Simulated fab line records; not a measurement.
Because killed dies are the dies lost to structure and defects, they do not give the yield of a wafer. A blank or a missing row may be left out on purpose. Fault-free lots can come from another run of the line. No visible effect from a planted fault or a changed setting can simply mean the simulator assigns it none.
Matching of chambers    flow nandHarc    rieDiel-13 running NHARC_A_STAIRCASE_TRIM_220: 4 sister chambers
The step chemistry O2, time 211.2 s. 4 wafers are shown with their chamber, then 7 later ones without.

== WAFERS WITH THEIR CHAMBER ==
wafer   chamber  showerheadPlenumPTorr (Torr)
L083.1  0        3.51
L083.6  2        3.62
L088.3  1        3.76
L088.4  3        3.28

== WAFERS MISSING THEIR CHAMBER ==
wafer   showerheadPlenumPTorr (Torr)
L088.6  3.28
L091.2  3.75
L091.3  3.80
L091.6  3.80
L096.1  3.48
L096.3  3.80
L096.4  3.60

== THE CHAMBER EACH PASSED THROUGH ==
wafer    from the rows above   in truth
L088.6   3                     3
L091.2   1                     1
L091.3   1                     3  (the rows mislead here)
L091.6   1                     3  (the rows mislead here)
L096.1   0                     0
L096.3   1                     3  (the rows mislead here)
L096.4   2                     2
Correct placement for 4 of the 7. Number that these rows cannot place: 0. Wrongly placed: 3.
How it was worked out, from the rows above alone: a wafer's distance from a chamber is the root of the sum, over the readings, of the square of ((its reading less the chamber's mean) divided by the reading's scatter). If the next closest chamber is less than 2 further off than the closest, the wafer can't be placed; otherwise it belongs to the closest. A chamber's mean is the mean of its shown wafers. The scatter: root of mean squared gap, hidden wafer to nearest shown wafer, with one shown wafer a chamber.
